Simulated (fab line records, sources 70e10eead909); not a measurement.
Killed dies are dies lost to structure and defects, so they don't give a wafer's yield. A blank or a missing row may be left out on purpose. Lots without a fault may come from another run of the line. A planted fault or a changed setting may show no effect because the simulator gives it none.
Which tool did it? | flow nand_harc | 11 lots, 33 wafers sampled, at 6 steps of a route of 1159

WHAT THE GAUGES READ, wafer by wafer
NHARC_A_BLC_INSPECT_28.
lot  | measured     | on                | raw_defect_count
L401 | day 17 06:52 | defect_inspect-01 | 640 610 684
L402 | day 17 16:59 | defect_inspect-02 | 305 395 357
L403 | day 17 17:26 | defect_inspect-01 | 640 595 753
L404 | day 18 03:30 | defect_inspect-01 | 659 401 405
L411 | day 19 17:05 | defect_inspect-02 | 6652 6900 6700 6649 6903 6706
L410 | day 19 17:31 | defect_inspect-01 | 6851 6622 6500 6881 6667 6485
L416 | day 21 13:05 | defect_inspect-02 | 386 449 319
L418 | day 21 20:24 | defect_inspect-01 | 692 717 523
L419 | day 21 21:23 | defect_inspect-01 | 444 448 324
L417 | day 21 20:50 | defect_inspect-01 | 478 306 432
L422 | day 22 11:25 | defect_inspect-02 | 597 338 424

NHARC_A_M0_CD_MEAS_09: target cd 80 nm.
lot  | measured     | on        | cd_nm (nm)
L401 | day 17 07:47 | cd_sem-01 | 79.2 77.9 79.0
L402 | day 17 17:54 | cd_sem-02 | 79.3 80.9 80.0
L403 | day 17 18:20 | cd_sem-02 | 80.8 79.2 80.4
L404 | day 18 04:25 | cd_sem-01 | 80.9 80.6 81.6
L416 | day 21 13:52 | cd_sem-03 | 79.4 79.5 79.3
L418 | day 21 21:11 | cd_sem-03 | 80.8 80.6 80.8
L419 | day 21 22:17 | cd_sem-02 | 79.4 80.1 79.3
L417 | day 21 21:44 | cd_sem-03 | 80.4 80.8 81.6
L422 | day 22 12:19 | cd_sem-02 | 79.1 79.7 79.5

NHARC_END_SORT_01.
lot  | measured     | on        | defect_limited_yield (%) | killed_at_array | killed_at_other | killed_at_periphery | killed_dies | killed_open | killed_short | sort_bin_2_pct (%) | sort_bin_3_pct (%) | sort_bin_4_pct (%) | sort_n_pass | sort_rim_yield_pct (%) | sort_yield_pct (%)
L401 | day 19 03:14 | prober-02 | 96.2 96.2 95.9           | 22 23 24        | 0 0 0           | 4 3 4               | 26 26 28    | 2 4 4       | 0 1 2        | 1.0 0.9 1.3        | 0.30 0.15 0.15     | 2.5 2.8 2.7        | 651 651 649 | 95.3 100.0 93.4        | 96.2 96.2 95.9
L402 | day 19 14:13 | prober-01 | 94.7 95.1 95.1           | 34 28 33        | 1 0 0           | 1 5 0               | 36 33 33    | 5 3 4       | 2 2 1        | 1.6 1.3 1.6        | 0.59 0.30 0        | 3.1 3.2 3.2        | 641 644 644 | 91.5 91.5 94.3         | 94.7 95.1 95.1
L403 | day 19 21:58 | prober-02 | 95.9 97.0 95.4           | 20 15 26        | 0 0 0           | 8 5 5               | 28 20 31    | 1 1 3       | 0 2 2        | 1.3 1.2 0.7        | 0.15 0.15 0.15     | 2.7 1.6 3.7        | 649 657 646 | 93.4 95.3 98.1         | 95.9 97.0 95.4
L404 | day 19 23:44 | prober-01 | 96.8 95.6 96.0           | 17 27 26        | 0 0 0           | 5 3 1               | 22 30 27    | 3 5 4       | 2 1 2        | 1.5 1.5 1.3        | 0.30 0.59 0.15     | 1.5 2.4 2.5        | 655 647 650 | 96.2 97.2 95.3         | 96.8 95.6 96.0
L416 | day 23 11:52 | prober-01 | 93.9 95.9 93.1           | 36 27 40        | 0 0 1           | 5 1 6               | 41 28 47    | 5 3 6       | 0 2 2        | 2.1 1.0 2.7        | 0.15 0.30 0        | 3.8 2.8 4.3        | 636 649 630 | 89.6 95.3 91.5         | 93.9 95.9 93.1
L418 | day 23 21:08 | prober-02 | 97.5 97.5 96.9           | 15 13 20        | 0 1 0           | 2 3 1               | 17 17 21    | 6 2 5       | 1 3 2        | 0.9 1.0 1.0        | 0.15 0.15 0.15     | 1.5 1.3 1.9        | 660 660 656 | 97.2 100.0 98.1        | 97.5 97.5 96.9
L419 | day 23 13:16 | prober-02 | 96.5 96.5 96.5           | 21 22 23        | 1 0 0           | 2 2 1               | 24 24 24    | 4 3 3       | 1 1 2        | 1.6 1.2 1.2        | 0 0.30 0.15        | 1.9 2.1 2.2        | 653 653 653 | 90.6 94.3 89.6         | 96.5 96.5 96.5
L417 | day 23 19:43 | prober-01 | 95.1 95.3 93.8           | 29 27 40        | 1 1 1           | 3 4 1               | 33 32 42    | 6 5 1       | 0 4 0        | 1.3 2.1 2.1        | 0.15 0.44 0.15     | 3.4 2.2 4.0        | 644 645 635 | 91.5 96.2 93.4         | 95.1 95.3 93.8
L422 | day 24 05:01 | prober-01 | 95.4 97.2 96.5           | 28 18 21        | 0 1 0           | 3 0 3               | 31 19 24    | 2 2 6       | 2 2 1        | 1.8 1.0 1.0        | 0.30 0 0.44        | 2.5 1.8 2.1        | 646 658 653 | 99.1 97.2 97.2         | 95.4 97.2 96.5

WHICH TOOL RAN EACH LOT (tool, then ch and the chambers of the sampled wafers, then the start)
lot  | NHARC_A_CONTACT_CMP_20        | NHARC_A_BLC_STRIP_21               | NHARC_A_BLC_CMP_25
L401 | cmp-02 ch 0,2,3, day 17 00:54 | rie_diel-06 ch 1,2,3, day 17 03:03 | cmp-03 ch 1,2,3, day 17 06:29
L402 | cmp-04 ch 0,2,3, day 17 07:17 | rie_diel-02 ch 0,1,2, day 17 09:30 | cmp-02 ch 0,1,2, day 17 16:37
L403 | cmp-01 ch 1,2,3, day 17 11:59 | rie_diel-04 ch 0,3, day 17 14:11   | cmp-02 ch 0,1,3, day 17 17:04
L404 | cmp-04 ch 0,1, day 17 23:34   | rie_diel-02 ch 0,2, day 18 01:41   | cmp-03 ch 0,2, day 18 03:07
L411 | cmp-04 ch 1,3, day 19 11:47   | rie_diel-06 ch 0,1, day 19 15:16   | cmp-03 ch 0,1,2, day 19 16:41
L410 | cmp-01 ch 2,3, day 19 13:17   | rie_diel-04 ch 1,2,3, day 19 15:37 | cmp-02 ch 0,2,3, day 19 17:10
L416 | cmp-02 ch 2,3, day 20 21:43   | rie_diel-06 ch 0,3, day 21 00:11   | cmp-03 ch 0,1,2, day 21 12:44
L418 | cmp-02 ch 0,2,3, day 21 12:18 | rie_diel-02 ch 0,2, day 21 14:45   | cmp-03 ch 0,1, day 21 20:02
L419 | cmp-01 ch 0,1,3, day 21 14:02 | rie_diel-04 ch 0,2,3, day 21 16:49 | cmp-03 ch 1,2,3, day 21 21:01
L417 | cmp-02 ch 2,3, day 21 14:18   | rie_diel-02 ch 1,3, day 21 16:43   | cmp-03 ch 1,2, day 21 20:26
L422 | cmp-01 ch 1,2,3, day 22 06:52 | rie_diel-06 ch 0,1, day 22 09:08   | cmp-04 ch 0,3, day 22 11:01
- NHARC_A_CONTACT_CMP_20: polishes, t overpolish 30 s, target thk 300 nm.
- NHARC_A_BLC_STRIP_21: strips in O2.
- NHARC_A_BLC_CMP_25: polishes, t overpolish 30 s, target thk 150 nm.

WHAT THE TOOLS THEMSELVES READ (means of the sampled wafers that have a number; where no wafer has one, the mark that the record gives instead)
NHARC_A_CONTACT_CMP_20.
lot  | tool   | edge_zone_pressure_frac | motor_current_A (A) | overpolish_run_s (s) | retaining_ring_pressure_frac | time_to_endpoint_s (s)
L401 | cmp-02 | 0.999                   | 12.4                | 30.003               | 1.000                        | 61
L402 | cmp-04 | 0.995                   | 12.2                | 29.998               | 0.997                        | 58
L403 | cmp-01 | 0.997                   | 11.5                | 30.001               | 0.996                        | 60
L404 | cmp-04 | 1.001                   | 12.0                | 30.005               | 1.000                        | 59
L411 | cmp-04 | 0.998                   | 11.6                | 30.005               | 0.996                        | 61
L410 | cmp-01 | 1.001                   | 11.5                | 30.000               | 1.003                        | 59
L416 | cmp-02 | 0.999                   | 12.3                | 29.996               | 1.001                        | 59
L418 | cmp-02 | 0.999                   | 11.9                | 30.002               | 1.001                        | 63
L419 | cmp-01 | 0.998                   | 11.6                | 30.007               | 1.000                        | 58
L417 | cmp-02 | 1.001                   | 12.9                | 29.995               | 1.001                        | 62
L422 | cmp-01 | 1.001                   | 12.1                | 30.000               | 1.001                        | 59

NHARC_A_BLC_STRIP_21.
lot  | tool        | drypump_motor_current_A (A) | oes_product_au (a.u.) | rf_vpp_V (V) | showerhead_plenum_p_Torr (Torr) | throttle_valve_pct (%)
L401 | rie_diel-06 | 5.3                         | 0.991                 | 57.7         | 3.59                            | 17.034
L402 | rie_diel-02 | 5.7                         | 1.011                 | 57.4         | 3.53                            | 17.036
L403 | rie_diel-04 | 5.6                         | 1.004                 | 57.9         | 3.61                            | 17.036
L404 | rie_diel-02 | 6.0                         | 1.010                 | 57.2         | 3.45                            | 17.039
L411 | rie_diel-06 | 5.7                         | 0.986                 | 58.7         | 3.46                            | 17.034
L410 | rie_diel-04 | 5.2                         | 0.996                 | 58.1         | 3.56                            | 17.040
L416 | rie_diel-06 | 5.1                         | 0.991                 | 57.6         | 3.61                            | 17.046
L418 | rie_diel-02 | 6.0                         | 1.002                 | 57.4         | 3.44                            | 17.037
L419 | rie_diel-04 | 5.4                         | 1.010                 | 58.6         | 3.60                            | 17.034
L417 | rie_diel-02 | 5.2                         | 1.003                 | 58.7         | 3.65                            | 17.038
L422 | rie_diel-06 | 5.6                         | 0.999                 | 57.6         | 3.50                            | 17.040

NHARC_A_BLC_CMP_25.
lot  | tool   | edge_zone_pressure_frac | motor_current_A (A) | overpolish_run_s (s) | retaining_ring_pressure_frac | time_to_endpoint_s (s)
L401 | cmp-03 | 0.999                   | 12.4                | 30.000               | 1.000                        | 33
L402 | cmp-02 | 0.999                   | 12.6                | 30.003               | 1.003                        | 31
L403 | cmp-02 | 0.995                   | 12.2                | 30.003               | 1.000                        | 31
L404 | cmp-03 | 1.002                   | 13.0                | 30.001               | 1.004                        | 32
L411 | cmp-03 | -                       | -                   | -                    | -                            | -
L410 | cmp-02 | -                       | -                   | -                    | -                            | -
L416 | cmp-03 | 1.001                   | 12.3                | 30.004               | 1.000                        | 32
L418 | cmp-03 | 1.002                   | 11.7                | 29.994               | 0.999                        | 36
L419 | cmp-03 | 1.006                   | 12.5                | 30.003               | 1.000                        | 30
L417 | cmp-03 | 0.999                   | 12.1                | 30.005               | 1.002                        | 30
L422 | cmp-04 | 0.995                   | 12.2                | 30.000               | 0.999                        | 30

THE ANSWER, worked out from the rows above alone
Rule: what is usual is taken from the lots themselves. Put in order of their means at a reading, lots are off if they are a third of the lots or fewer, leave a main group of 4 or more, and stand apart from it by a gap of 3 or more times the standard deviation of the main group's means; of several such gaps the widest counts. A main group whose means are all the same, to the digits that the tables above print for the reading, isn't used. A lot without any number at a reading at which 4 lots or more have one is off too. The other lots that the step has rows for count as sound. The gauges are gone through in route order, then the tools' own readings, and for those a lot's mean is taken as printed above. The first step at which some lot is off is used, and at that step the reading that is off furthest; a lot without a number counts as furthest.
Off: L411, L410, at NHARC_A_BLC_INSPECT_28 (raw_defect_count). The main group: mean 493, standard deviation 1.2e+02.
A tool fits if, at a process step before that reading, it ran every lot that is off, and no sound lot after the first of them. The gauges at NHARC_A_BLC_INSPECT_28 aren't tried: what is off there is off at NHARC_A_BLC_CMP_25 too, on other tools, and a gauge's error can't cause that. None of those tried fits.

WHAT THE SIMULATOR HAD PUT IN
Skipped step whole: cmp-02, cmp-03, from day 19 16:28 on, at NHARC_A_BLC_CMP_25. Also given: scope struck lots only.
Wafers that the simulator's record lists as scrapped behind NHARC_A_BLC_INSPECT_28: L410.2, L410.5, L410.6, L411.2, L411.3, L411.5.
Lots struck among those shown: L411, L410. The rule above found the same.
